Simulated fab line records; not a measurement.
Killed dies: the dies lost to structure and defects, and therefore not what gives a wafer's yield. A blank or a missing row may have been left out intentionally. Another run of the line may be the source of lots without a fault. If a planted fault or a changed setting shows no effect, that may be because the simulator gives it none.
Chamber matching :: flow n5_finfet :: 3 sister chambers for N5_BEOL_M13_ILD_DEP_00 on pecvd-01
The step deposits SiOC from DEMS/O2, target thk 837.92 nm, time 166.4 s. 6 wafers are shown with their chamber, then 10 later ones without.

## WAFERS WITH THEIR CHAMBER
wafer: L082.4
chamber: 0
showerhead_vpp_V (V): 1514
heater_power_w (W): 413

wafer: L088.1
chamber: 2
showerhead_vpp_V (V): 1373
heater_power_w (W): 331

wafer: L088.2
chamber: 1
showerhead_vpp_V (V): 1317
heater_power_w (W): 493

wafer: L088.6
chamber: 0
showerhead_vpp_V (V): 1502
heater_power_w (W): 438

wafer: L091.1
chamber: 2
showerhead_vpp_V (V): 1398
heater_power_w (W): 363

wafer: L091.2
chamber: 1
showerhead_vpp_V (V): 1303
heater_power_w (W): 527

## WAFERS WHOSE CHAMBER IS MISSING
wafer: L091.3
showerhead_vpp_V (V): 1482
heater_power_w (W): 441

wafer: L093.2
showerhead_vpp_V (V): 1328
heater_power_w (W): 484

wafer: L093.3
showerhead_vpp_V (V): 1503
heater_power_w (W): 429

wafer: L093.4
showerhead_vpp_V (V): 1513
heater_power_w (W): 463

wafer: L092.2
showerhead_vpp_V (V): 1414
heater_power_w (W): 365

wafer: L092.4
showerhead_vpp_V (V): 1499
heater_power_w (W): 359

wafer: L092.6
showerhead_vpp_V (V): 1318
heater_power_w (W): 538

wafer: L094.4
showerhead_vpp_V (V): 1321
heater_power_w (W): 440

wafer: L094.5
showerhead_vpp_V (V): 1395
heater_power_w (W): 302

wafer: L094.6
showerhead_vpp_V (V): 1511
heater_power_w (W): 348

## THE CHAMBER EACH PASSED THROUGH
wafer: L091.3
from the rows above: 0
in truth: 0

wafer: L093.2
from the rows above: 1
in truth: 1

wafer: L093.3
from the rows above: 0
in truth: 0

wafer: L093.4
from the rows above: 0
in truth: 0

wafer: L092.2
from the rows above: 2
in truth: 2

wafer: L092.4
from the rows above: 0
in truth: 0

wafer: L092.6
from the rows above: 1
in truth: 1

wafer: L094.4
from the rows above: 1
in truth: 1

wafer: L094.5
from the rows above: 2
in truth: 2

wafer: L094.6
from the rows above: 0
in truth: 0
Correct placement for 10 of the 10. Number that these rows cannot place: 0. 0 placed wrongly.
How it was worked out, from the rows above alone: a wafer's distance from a chamber is the root of the sum, over the readings, of the square of ((its reading less the chamber's mean) divided by the reading's scatter). If the next closest chamber is less than 2 further off than the closest, the wafer can't be placed; otherwise it belongs to the closest. A chamber's mean is the mean of its shown wafers. The scatter is the square root of a quotient: the sum, over the shown wafers, of each reading's squared deviation from its chamber's mean, divided by wafers minus chambers.
